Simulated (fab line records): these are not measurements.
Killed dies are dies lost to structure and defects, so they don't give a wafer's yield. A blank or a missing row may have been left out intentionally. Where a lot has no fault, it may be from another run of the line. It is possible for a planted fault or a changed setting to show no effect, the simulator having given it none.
fab line records | flow n5_finfet
record lots=4 | wafers=12 | last_day=19
route steps=1938 shown BEOL_M4@1099 BEOL_M5@1112 PASSIVATION@1915
lots that met no fault: from a run of the same line without faults
start_h: hours from the record's opening day to when the first of the lot's shown wafers began | wait_h: hours elapsed since this lot's preceding step | " unchanged from the row above | L1.1+2: a single row standing in for several wafers | - no value, or no start was given | * or withheld: withheld | < > ~ a bound
route shown NAME@n: names a module that has steps shown in the file, with the first one's number in the route | usual: average and standard deviation across the fault-free wafers | same: alike in all rows | chamber/n: place in a boat | sites: per-site readings | _std_site: standard deviation of those values | _edge_site: the outer-site mean with the inner-site mean subtracted | radius_mm: for every site, how far away it sits from the centre of the wafer | mask NAME#n: copy n | behind: the most recent tool/chamber to have shaped the wafer | hold: cause of the lot's hold/its duration in hours/its outcome | device: which transistor (n, p or np) failed to switch | end of line: the tests these same wafers got at the end of their route | for a step that has no rows: nothing shown but its recipe | killed: the dies lost at the first sort to structure and to defects; this is not the yield of the wafer | map: dies across one wafer; x = killed, . = not, _ = none there
set.NAME: the setting the step ran with; set.NAME@STEP: the setting that earlier step ran with | model.NAME: the simulator's own value behind a step, which no gauge read
certain route steps with their lots: each step a table, each wafer a row
services: the hour from which a tool's chamber was out of use, counted from the record's first day as start_h (under 0 if before that day), plus the number of hours and why
## steps
# step N5_BEOL_M4_ANNEAL_95
# recipe temp_c=400 | time_s=240 | ambient=vacuum
# step N5_BEOL_M4_SPUTTER_96
# recipe material=Cu | target_thk_a=45 | temp_c=-20 | chamber_pressure_pa=0.07 | power_w=withheld | time_s=8.29
# step N5_BEOL_M4_ECD_50
# recipe material=Cu | target_thk_a=3000
# step N5_BEOL_M4_ANNEAL_51
# recipe temp_c=225 | time_s=90 | ambient=N2
# step N5_BEOL_M4_CMP_52
# recipe stop_on=SiOC | t_overpolish_s=6.8 | down_force_psi=1 | platen_rpm=50 | clearing_platen_down_force_psi=1.5 | clearing_platen_rpm=50 | post_cmp_clean=cu_alkaline | target_thk_nm=40 | clearing_platen_pad_velocity_m_s=0.99484 | pad_velocity_m_s=0.99484
# step N5_BEOL_M4_PRE_CLEAN_60
# recipe gas=NH3/H2 | time_s=15 | temp_c=* | rf_power_w=300
# step N5_BEOL_M4_CO_CAP_55
# recipe material=Co | target_thk_a=20 | temp_c=200 | precursor=CCTBA/H2 | pressure_torr=30 | time_s=102.1
# step N5_BEOL_M4_PRE_CLEAN_56
# recipe gas=NH3 | time_s=15 | temp_c=withheld | rf_power_w=300
# step N5_BEOL_M4_DEP_57
# recipe material=SiCN | target_thk_a=80 | temp_c=withheld | precursor=3MS/NH3 | pressure_torr=3 | rf_w=202 | time_s=14
# step N5_BEOL_M4_RC_MEAS_101
# usual DIBL_N=36.4/2.2 | DIBL_P=36.3/2.5 | IOFF_N=0.17/0.052 | IOFF_P=0.23/0.049 | ION_N=674/17 | ION_P=464/11 | SS_N=71.7/0.98 | SS_P=73.3/0.84 | VT_N=250/4 | VT_P=-249/3.8
lot.wafer | tool      | chamber | start_h | wait_h | DIBL_N[mV/V] | DIBL_P[mV/V] | IOFF_N[nA/um] | IOFF_P[nA/um] | ION_N[uA/um] | ION_P[uA/um] | SS_N[mV/dec] | SS_P[mV/dec] | VT_N[mV] | VT_P[mV]
L908.2    | prober-02 | 0       | 249.13  | 0.2    | 34.1         | 32.3         | 0.12          | 0.15          | 651          | 444          | 70.9         | 72.8         | 256      | -254
L908.5    | "         | 0       | "       | "      | 41.5         | 39.7         | 0.30          | 0.27          | 687          | 457          | 73.7         | 74.7         | 246      | -248
L908.6    | "         | 0       | "       | "      | 34.6         | 34.0         | 0.14          | 0.17          | 681          | 460          | 70.8         | 72.4         | 252      | -253
L910.1    | prober-01 | 0       | 259.17  | 0.0    | 33.6         | 34.8         | 0.13          | 0.18          | 650          | 443          | 72.0         | 73.4         | 253      | -252
L910.3    | "         | 0       | "       | "      | 36.0         | 36.1         | 0.16          | 0.20          | 657          | 451          | 72.4         | 73.3         | 253      | -253
L910.6    | "         | 0       | "       | "      | 37.6         | 39.2         | 0.21          | 0.27          | 695          | 474          | 73.0         | 74.0         | 246      | -244
L920.1    | prober-02 | 0       | 323.58  | 0.0    | 36.0         | 35.7         | 0.14          | 0.18          | 660          | 451          | 71.6         | 73.3         | 252      | -250
L920.2    | "         | 0       | "       | "      | 36.3         | 36.6         | 0.14          | 0.20          | 664          | 456          | 71.7         | 73.1         | 252      | -254
L920.6    | "         | 0       | "       | "      | 35.0         | 35.0         | 0.13          | 0.18          | 673          | 460          | 70.7         | 72.7         | 250      | -255
L924.1    | prober-01 | 0       | 348.53  | 0.0    | 31.1         | 30.3         | 0.11          | 0.15          | 671          | 467          | 70.5         | 72.2         | 252      | -253
L924.2    | "         | 0       | "       | "      | 36.1         | 35.9         | 0.17          | 0.23          | 684          | 469          | 71.5         | 73.6         | 250      | -248
L924.4    | "         | 0       | "       | "      | 36.1         | 34.6         | 0.16          | 0.20          | 636          | 449          | 72.6         | 73.1         | 255      | -251
# step N5_BEOL_M5_ILD_DEP_00
# recipe material=SiCOH_lowk | target_thk_a=1406.4 | temp_c=300 | precursor=DEMS/porogen | pressure_torr=5 | rf_w=500 | time_s=25.9
# step N5_BEOL_M5_CURE_79
# recipe temp_c=385 | time_s=240 | ambient=He/Ar | material=SiCOH_lowk
# step N5_BEOL_M5_PECVD_70
# recipe material=SiO2 | target_thk_a=160 | temp_c=400 | precursor=TEOS/O2 | pressure_torr=5.5 | rf_w=450 | teos_flow_sccm=53.8 | gas=O2 | flow_sccm=3000 | time_s=18
# step N5_BEOL_M5_HM_DEP_02
# recipe material=TiN | target_thk_a=200 | temp_c=25 | chamber_pressure_pa=0.49996
# step N5_BEOL_M5_COAT_59
# recipe resist=SOC | temp_c=250 | time_s=60 | spin_rpm=1500 | resist_thk_nm=60
# step N5_BEOL_M5_COAT_60
# recipe resist=SiARC | temp_c=220 | time_s=60 | spin_rpm=1500 | resist_thk_nm=12
# step N5_BEOL_M5_COAT_71
# recipe resist=underlayer | temp_c=205 | time_s=60 | spin_rpm=1500 | resist_thk_nm=5
# step N5_BEOL_M5_COAT_05
# recipe resist=CAR-EUV | spin_rpm=1500 | resist_thk_nm=30
# step N5_BEOL_M5_EBR_07
# recipe solvent=PGMEA | ebr_width_mm=1.5
# step N5_BEOL_M5_SOFTBAKE_06
# recipe temp_c=110 | time_s=60 | resist=CAR-EUV
# step N5_BEOL_M5_EXPOSE_08
# recipe mask_id=M5 | na=0.33 | source_shape=annular | sigma_inner=0.4 | sigma_outer=0.8 | polarization=unpolarized | target_cd_nm=28 | dose_mj=35.75
# step N5_BEOL_M5_PEB_09
# recipe peb_temp_c=100 | peb_time_s=60 | resist=CAR-EUV
# step N5_BEOL_M5_DEVELOP_10
# recipe develop_time_s=30 | developer=TMAH | resist=CAR-EUV | rinse_liquid=surfactant_rinse | dry=air_spin | dev_temp_c=23
# step N5_BEOL_M5_DESCUM_16
# recipe chemistry=O2 | time_s=7 | source_power_w=50 | bias_power_w=20 | pressure_mtorr=20 | rf_frequency_hz=2.712e+07 | temp_c=40 | resist=CAR-EUV | o2_flow_sccm=225
# step N5_BEOL_M5_ETCH_72
# recipe chemistry=N2/H2 | target=underlayer | target_depth_a=65 | mask_material=CAR-EUV | time_s=5.2 | ion_energy_ev=200 | pressure_mtorr=30 | source_w=840 | bias_w=150 | n2_flow_sccm=200 | h2_flow_sccm=200 | ends=cleared
# step N5_BEOL_M5_ETCH_61
# recipe chemistry=CF4 | target=SiARC | target_depth_a=156 | mask_material=CAR-EUV | time_s=26 | ion_energy_ev=80 | pressure_mtorr=40 | source_w=545 | bias_w=36 | Ar_flow_sccm=100 | cf4_flow_sccm=100 | ends=cleared
# step N5_BEOL_M5_ETCH_62
# recipe chemistry=N2/H2 | target=SOC | target_depth_a=750 | overetch_a=150 | mask_material=SiARC | temp_c=40 | time_s=112.5 | ion_energy_ev=200 | pressure_mtorr=30 | source_w=840 | bias_w=150 | n2_flow_sccm=200 | h2_flow_sccm=200
# step N5_BEOL_M5_STRIP_63
# recipe chemistry=N2/H2 | temp_c=40 | n2_flow_sccm=200 | h2_flow_sccm=200 | rf_frequency_hz=6e+07
# step N5_BEOL_M5_STRIP_73
# recipe chemistry=N2/H2 | temp_c=40 | n2_flow_sccm=200 | h2_flow_sccm=200 | rf_frequency_hz=6e+07
# step N5_BEOL_M5_STRIP_64
# recipe chemistry=CF4 | resist=SiARC | power_w=300 | bias_power_w=75 | pressure_mtorr=50 | cf4_flow_sccm=150 | rf_frequency_hz=6e+07
# step N5_BEOL_M5_HM_OPEN_17
# recipe chemistry=Cl2/BCl3 | target_depth_a=200 | overetch_a=60 | target=TiN | mask_material=SOC | ion_energy_ev=150 | pressure_mtorr=10 | icp_w=1000 | bias_w=126 | Cl2_flow_sccm=53.25 | bcl3_flow_sccm=21.75 | Ar_flow_sccm=25
# step N5_BEOL_M5_STRIP_19
# recipe chemistry=O2 | power_w=400 | temp_c=40 | pressure_mtorr=30 | rf_frequency_hz=6e+07 | bias_power_w=0 | overash_fraction=0.2 | o2_flow_sccm=225
# step N5_BEOL_M5_COAT_65
# recipe resist=SOC | temp_c=250 | time_s=60 | spin_rpm=1500 | resist_thk_nm=60
# step N5_BEOL_M5_COAT_66
# recipe resist=SiARC | temp_c=220 | time_s=60 | spin_rpm=1500 | resist_thk_nm=12
# step N5_PASSIVATION_PECVD_53
# recipe material=SiO2 | target_thk_a=8000 | temp_c=400 | precursor=TEOS/O2 | pressure_torr=6.5 | rf_w=withheld | teos_flow_sccm=withheld | gas=O2 | flow_sccm=2650 | time_s=169.4
# usual susceptor_temp_C=400.00/0.22
lot.wafer | tool     | chamber | start_h | wait_h | susceptor_temp_C | model.SiO2_of_PASSIVATION_PECVD_53.thk_nm
L908.2    | pecvd-02 | 2       | 350.23  | 0.0    | 399.99           | 799
L908.5    | "        | 1       | "       | "      | 400.10           | 798
L908.6    | "        | 2       | "       | "      | 399.99           | 812
L910.1    | pecvd-01 | 2       | 368.13  | 0.0    | 399.87           | 803.4
L910.3    | "        | 0       | "       | "      | 399.76           | 795.4
L910.6    | "        | 2       | "       | "      | 400.35           | 807
L920.1    | pecvd-02 | 2       | 427.90  | 0.0    | 377.54           | 916.2
L920.2    | "        | 1       | "       | "      | 377.54           | 893.6
L920.6    | "        | 0       | "       | "      | 377.80           | 922.4
L924.1    | pecvd-02 | 2       | 457.38  | 0.0    | 377.75           | 912.8
L924.2    | "        | 1       | "       | "      | 377.96           | 901.4
L924.4    | "        | 0       | "       | "      | 377.77           | 925.6
# step N5_PASSIVATION_PROBE_49
# usual defect_limited_yield=91.2/1.4 | killed_at_M0_to_M3=34/9.3 | killed_at_M4_up=14/5.9 | killed_at_contacts=14/5.7 | killed_at_front_end=38/10 | killed_at_other=4/3.2 | killed_dies=104/17 | killed_on_rim=14/4 | killed_open=67/13 | killed_short=33/6.9 | sort_bin_4_leakage=0/3.6 | sort_bin_5_function=5.2/1 | sort_bin_6_memory=3.3/0.61 | sort_bin_8_speed=0.3/1.8 | sort_n_pass=1069/52 | sort_yield_pct=91/4.4
# same gross_dies=1180 | killed_at_back_side=0
lot.wafer | tool      | chamber | start_h | wait_h | defect_limited_yield[%] | killed_at_M0_to_M3 | killed_at_M4_up | killed_at_contacts | killed_at_front_end | killed_at_other | killed_dies | killed_on_rim | killed_open | killed_short | sort_bin_4_leakage[%] | sort_bin_5_function[%] | sort_bin_6_memory[%] | sort_bin_8_speed[%] | sort_n_pass | sort_yield_pct[%]
L908.2    | prober-02 | -       | 354.84  | 0.1    | 90.8                    | 17                 | 24              | 22                 | 42                  | 3               | 108         | 7             | 73          | 31           | 0                     | 4.9                    | 3.8                  | 0                   | 1072        | 91
L908.5    | prober-02 | -       | 354.99  | 0.2    | 91.3                    | 23                 | 19              | 11                 | 45                  | 5               | 103         | 10            | 72          | 24           | 1                     | 4.8                    | 3.6                  | 0                   | 1071        | 91
L908.6    | prober-02 | -       | 355.04  | 0.3    | 92.5                    | 18                 | 17              | 13                 | 38                  | 2               | 88          | 13            | 57          | 29           | 0                     | 3.8                    | 3.5                  | 0                   | 1092        | 93
L910.1    | prober-01 | -       | 371.95  | 0.0    | 90.5                    | 42                 | 24              | 3                  | 43                  | 0               | 112         | 19            | 79          | 31           | 0                     | 5.4                    | 3.6                  | 0.1                 | 1067        | 90
L910.3    | prober-01 | -       | 372.05  | 0.1    | 90.6                    | 46                 | 15              | 12                 | 31                  | 7               | 111         | 16            | 73          | 32           | 0                     | 5.4                    | 4.0                  | 0                   | 1069        | 91
L910.6    | prober-01 | -       | 372.20  | 0.3    | 93.5                    | 21                 | 13              | 5                  | 36                  | 2               | 77          | 8             | 42          | 30           | 0                     | 2.9                    | 3.3                  | 0                   | 1103        | 93
L920.1    | prober-01 | -       | 431.57  | 0.0    | 2.7                     | 36                 | 16              | 10                 | 26                  | 1060            | 1148        | 126           | 63          | 29           | 0                     | 93.9                   | 3.0                  | 0                   | 32          | 3
L920.2    | prober-01 | -       | 431.62  | 0.1    | 1.8                     | 27                 | 26              | 7                  | 27                  | 1072            | 1159        | 134           | 50          | 31           | 0                     | 95.3                   | 2.5                  | 0                   | 21          | 2
L920.6    | prober-01 | -       | 431.82  | 0.3    | 2.4                     | 34                 | 16              | 12                 | 28                  | 1062            | 1152        | 131           | 61          | 23           | 0                     | 94.3                   | 2.8                  | 0                   | 28          | 2
L924.1    | prober-01 | -       | 461.84  | 0.8    | 0.8                     | 31                 | 13              | 15                 | 45                  | 1066            | 1170        | 143           | 78          | 27           | 0                     | 95.2                   | 3.6                  | 0                   | 10          | 1
L924.2    | prober-01 | -       | 461.89  | 0.8    | 1.9                     | 40                 | 9               | 10                 | 26                  | 1073            | 1158        | 134           | 58          | 29           | 0                     | 95.1                   | 2.7                  | 0                   | 22          | 2
L924.4    | prober-01 | -       | 461.99  | 0.9    | 1.5                     | 43                 | 11              | 11                 | 24                  | 1073            | 1162        | 136           | 64          | 27           | 0                     | 94.9                   | 3.4                  | 0                   | 18          | 2
# killed by level:class
L908.2 MOL_CONTACT_COAG:geometric_particle:open=19 FIN_SAQP:geometric_particle:short=14 FIN_SAQP:geometric_particle:open=11 BEOL_M5:geometric_particle:open=6 GATE_CUT:geometric_particle:short=5 BEOL_M1:geometric_particle:open=5 DUMMY_GATE:geometric_particle:open=4 BEOL_M7:geometric_particle:open=4
L908.5 MOL_CONTACT_COAG:geometric_particle:open=11 STI_FIN_REVEAL:geometric_particle:open=9 FIN_SAQP:geometric_particle:open=8 BEOL_M1:geometric_particle:open=8 BEOL_M2:geometric_particle:open=7 FIN_SAQP:geometric_particle:short=6 STI_FIN_REVEAL:geometric_particle:short=4 DUMMY_GATE:geometric_particle:open=4
L908.6 STI_FIN_REVEAL:geometric_particle:open=15 MOL_CONTACT_COAG:geometric_particle:open=11 GATE_CUT:geometric_particle:short=5 STI_FIN_REVEAL:geometric_particle:short=4 BEOL_M0_SAQP:geometric_particle:open=4 BEOL_M5:geometric_particle:short=4 FIN_SAQP:geometric_particle:short=3 BEOL_M1:geometric_particle:open=3
L910.1 BEOL_M4:geometric_particle:open=10 BEOL_M0_SAQP:geometric_particle:open=9 BEOL_M2:geometric_particle:open=9 STI_FIN_REVEAL:geometric_particle:open=8 FIN_SAQP:geometric_particle:open=7 BEOL_M0_SAQP:geometric_particle:short=7 BEOL_M1:geometric_particle:open=6 DUMMY_GATE:geometric_particle:open=5
L910.3 BEOL_M0_SAQP:geometric_particle:open=14 BEOL_M3:geometric_particle:open=10 MOL_CONTACT_COAG:geometric_particle:open=8 BEOL_M0_SAQP:geometric_particle:short=7 FIN_SAQP:geometric_particle:open=6 FIN_SAQP:geometric_particle:short=6 DUMMY_GATE:geometric_particle:open=5 BEOL_M1:geometric_particle:open=5
L910.6 DUMMY_GATE:geometric_particle:open=7 FIN_SAQP:geometric_particle:short=6 STI_FIN_REVEAL:geometric_particle:open=6 BEOL_M0_SAQP:geometric_particle:open=6 BEOL_M0_SAQP:geometric_particle:short=5 FIN_SAQP:geometric_particle:open=4 STARTING-WAFER:geometric_particle:short=4 SDB:geometric_particle:short=3
L920.1 PASSIVATION:area_pecvd=1050 BEOL_M3:geometric_particle:open=11 BEOL_M2:geometric_particle:open=10 MOL_CONTACT_COAG:geometric_particle:open=8 BEOL_M4:geometric_particle:open=6 GATE_CUT:geometric_particle:short=5 BEOL_M1:geometric_particle:open=5 FIN_SAQP:geometric_particle:short=4
L920.2 PASSIVATION:area_pecvd=1058 PASSIVATION:area_etch=13 MOL_CONTACT_COAG:geometric_particle:open=7 STI_FIN_REVEAL:geometric_particle:open=6 BEOL_M0_SAQP:geometric_particle:short=6 BEOL_M3:geometric_particle:open=6 BEOL_M4:geometric_particle:open=6 FIN_SAQP:geometric_particle:short=5
L920.6 PASSIVATION:area_pecvd=1059 BEOL_M3:geometric_particle:open=13 MOL_CONTACT_COAG:geometric_particle:open=8 BEOL_M4:geometric_particle:open=7 BEOL_M0_SAQP:geometric_particle:short=5 BEOL_M1:geometric_particle:open=5 BEOL_M3:geometric_particle:short=4 STARTING-WAFER:geometric_particle:short=4
L924.1 PASSIVATION:area_pecvd=1060 FIN_SAQP:geometric_particle:open=17 BEOL_M2:geometric_particle:open=12 MOL_CONTACT_COAG:geometric_particle:open=12 DUMMY_GATE:geometric_particle:open=7 STI_FIN_REVEAL:geometric_particle:open=5 BEOL_M0_SAQP:geometric_particle:short=5 BEOL_M0_SAQP:geometric_particle:open=5
L924.2 PASSIVATION:area_pecvd=1069 FIN_SAQP:geometric_particle:open=10 MOL_CONTACT_COAG:geometric_particle:open=10 BEOL_M2:geometric_particle:open=10 BEOL_M0_SAQP:geometric_particle:short=8 BEOL_M0_SAQP:geometric_particle:open=6 BEOL_M1:geometric_particle:open=6 FIN_SAQP:geometric_particle:short=3
L924.4 PASSIVATION:area_pecvd=1069 BEOL_M0_SAQP:geometric_particle:open=14 BEOL_M2:geometric_particle:open=11 BEOL_M0_SAQP:geometric_particle:short=9 MOL_CONTACT_COAG:geometric_particle:open=8 BEOL_M4:geometric_particle:open=8 FIN_SAQP:geometric_particle:open=6 STARTING-WAFER:geometric_particle:short=5
# map L920.2 (x killed, . not)
_________________.xxxx.xxx.xx________________
______________xxxxxxxxxxxxxxxx.x_____________
___________x..xxxxxxxxxxxxxxxxxxxxx__________
__________xxxxxxxxxxxxxxxxxxxxxxxxxx_________
________xxxxxxxxxxxxxxxxxxxxxxxxxxxxxx_______
_______xxxxxxxxxxxxxxxxxxxxxxxxxxxxxxxx______
______xxxxxxxxxxxxxxxxxxxxxxxxxxxxxxxxx._____
_____xxxxxxxxxxxxxxxxxxxxxxxxxxxxxxxxxxxx____
____.xxxxxxxxxxxxxxxxxxxxxxxxxxxxxxxxxxxxx___
___xxxxxxxxxxxxxxxxxxxxxxxxxxxxxxxxxxxxxxx.__
___xxxxxxxxxxxxxxxxxxxxxxxxxxxxxxxxxxxxxxx.__
__xxxxxxxxxxxxxxxxxxxxxxxxxxxxxxxxxxxxxxxxxx_
__xxxxxxxxxxxxxxxxxxxxxxxxxxxxxxxxxxxxxxx.xx_
_.xxxxxxxxxxxxxxxxxxxxxxxxxxxxxxxxxxxxxxxxxx.
_xxxxxxxxxxxxxxxxxxxxxxxxxxxxxxxxxxxxxxxxxxxx
_xxxxxxxxxxxxxxxxxxxxxxxxxxxxxxxxxxxxxxxxxxxx
_x.xxxxxxxxxxxxxxxxxxxxxxxxxxxxxxxxxxxxxxxxxx
_xxxxxxxxxxxxxxxxxxxxxxxxxxxxxxxxxxxxxxxxxxxx
_xxxxxxxxxxxxxxxxxxxxxxxxxxxxxxxxxxxxxxxxxxxx
_xxxxxxxxxxxxxxxxxxxxxxxxxxxxxxxxxxxxxxxxxxxx
_.xxxxxxxxxxxxxxxxxxxxxxxxxxxxxxxxxxxxxxxxxx.
__xxxxxxxxxxxxxxxxxxxxxxxxxxxxxxxxxxxxxxxxxx_
__xx.xxxxxxxxxxxxxxxxxxxxxxxxxxxxxxxxxxxxxxx_
___xxxxxxxxxxxxxxxxxxxxxxxxxxxxxxxxxxxxxxxx__
___xxxxxxxxxxxxxxxxxxxxxxxxxxxxxxxxxxxxxxxx__
____xxxxxxxxxxxxxxxxxxxxxxxxxxxxxxxxxxxxxx___
_____xxxxxxxxxxxxxxxxxxxxxxxxxxxxxxxxxxxx____
______xxxxxxxxxxxxxxxxxxxxxxxxxxxxxxxxxx_____
_______x.xxxxxxxxxxxxxxxxxxxxxxxxxxxxxx______
________xxxxxxxxxxxxxxxxxxxxxxxxxxxxxx_______
__________xxxxxxxxxxxxxxxxxxxxxxxxxx_________
___________xxxxxxxxxxxxxxxxxxxxxxxx__________
______________xxxxxxxxxxxxxx.xxx_____________
_________________xxxxxx.x.xxx________________
# map L924.1 (x killed, . not)
_________________xxxxxxxxxxxx________________
______________xx.xxxxxxxxxx.xxxx_____________
___________xxxxxxxxxxxxxxxxxxxxxxxx__________
__________xxxxxxxxxxxxxxxxxxxxxxxxxx_________
________xxxxxxxxxxxxxxxxxxxxxxxxxxxx.x_______
_______xxxxxxxxxxxxxxxxxxxxxxxxxxxxxxxx______
______xxxxxxxxxxxxxxxxxxxxxxxxxxxxxxxxxx_____
_____xxxxxxxxxxxxxxxxxxxxxxxxxxxxxxxxxxxx____
____xxxxxxxxxxxxxxxxxxxxxxxxxxxxxxxxxxxxxx___
___xxxxxxxxxxxxxxxxxxxxxxxxxxxxxxxxxxxxxxxx__
___xxxxxxxxxxxxxxxxxxxxxxxxxxxxxxxxxxxxxxx.__
__xxxxxxxxxxxxxxxxxxxxxxxxxxxxxxxxxxxxxxxxxx_
__xxxxxxxxxxxxxxxxxxxxxxxxxxxxxxxxxxxxxxxxxx_
_xxxxxxxxxxxxxxxxxxxxxxxxxxxxxxxxxxxxxxxxxxx.
_xxxxxxxxxxxxxxxxxxxxxxxxxxxxxxxxxxxxxxxxxxxx
_xxxxxxxxxxxxxxxxxxxxxxxxxxxxxxxxxxxxxxxxxxxx
_xxxxxxxxxxxxxxxxxxxxxxxxxxxxxxxxxxxxxxxxxxxx
_xxxxxxxxxxxxxxxxxxxxxxxxxxxxxxxxxxxxxxxxxxxx
_xxxxxxxxxxxxxxxxxxxxxxxxxxxxxxxxxxxxxxxxxxxx
_xxxxxxxxxxxxxxxxxxxxxxxxxxxxxxxxxxxxxxxxxxxx
_xxxxxxxxxxxxxxxxxxxxxxxxxxxxxxxxxxxxxxxxxxxx
__xxxxxxxxxxxxxxxxxxxxxxxxxxxxxxxxxxxxxxxxxx_
__xxxxxxxxxxxxxxxxxxxxxxxxxxxxxxxxxxxxxxxxxx_
___xxxxxxxxxxxxxxxxxxxxxxxxxxxxxxxxxxxxxxxx__
___xxxxxxxxxxxxxxxxxxxxxxxxxxxxxxxxxxxxxxxx__
____xxxxxxxxxxxxxxxxxxxxxxxxxxxxxxxxxxxxxx___
_____.xxxxxxxxxxxxxxxxxxxxxxxxxxxxxxxxxxx____
______xxxxxxxxxxxxxxxxxxxxxxxxxxxxxxxxx._____
_______xxxxxxxxxxxxxxxxxxxxxxxxxxxxxx.x______
________xxxxxxxxxxxxxxxxxxxxxxxxxxxxxx_______
__________xxxxxxxxxxxxxxxxxxxxxxxxxx_________
___________xx.xxxxxxxxxxxxxxxxxxxxx__________
______________x.xxxxxxxxxxxxxxxx_____________
_________________xxxxxxxxxxxx________________
## services
tool     | chamber | start_h | hours | kind
pecvd-01 | 1       | 355.77  | 5.0   | repair
pecvd-02 | 1       | 373.58  | 2.1   | scheduled_down
pecvd-01 | 0       | 398.56  | 2.1   | scheduled_down
## key
first_sign step=N5_PASSIVATION_PECVD_53 | reading=susceptor_temp_C | direction=down | sigmas=99+ | usual=* | struck=*
effect step=N5_PASSIVATION_PROBE_49 | reading=killed_at_other | direction=up | sigmas=99+ | usual=4 | struck=1068
model_effect step=N5_PASSIVATION_PECVD_53 | value=SiO2_of_PASSIVATION_PECVD_53.thk_nm | without=796.8 | struck=912
more_kills_born_at N5_PASSIVATION_PECVD_53@pecvd-02=6365
met_at N5_PASSIVATION_PECVD_53
struck_wafers L920.1,L920.2,L920.6,L924.1,L924.2,L924.4
later_rows_left_out L920.1,L920.2,L920.6,L924.1,L924.2,L924.4
baseline_loss step=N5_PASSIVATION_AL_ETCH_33 | wafers=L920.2
onset_between 350.23 427.90
fault kind=process_parameter_drift | tool=pecvd-02 | chamber=- | onset_h=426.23 | steps=N5_PASSIVATION_PECVD_53 | channel=temp_c | offset=* | shape=step | end_h=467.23 | acts_in=* | stated=*
# later_rows_left_out: the simulator's readings of these wafers behind a module that went badly wrong aren't trusted and aren't shown, but for the sort
# baseline_loss: these wafers lose ten dies or more at that step, a loss of the line's own and not of a fault; the sort's usual values leave them out
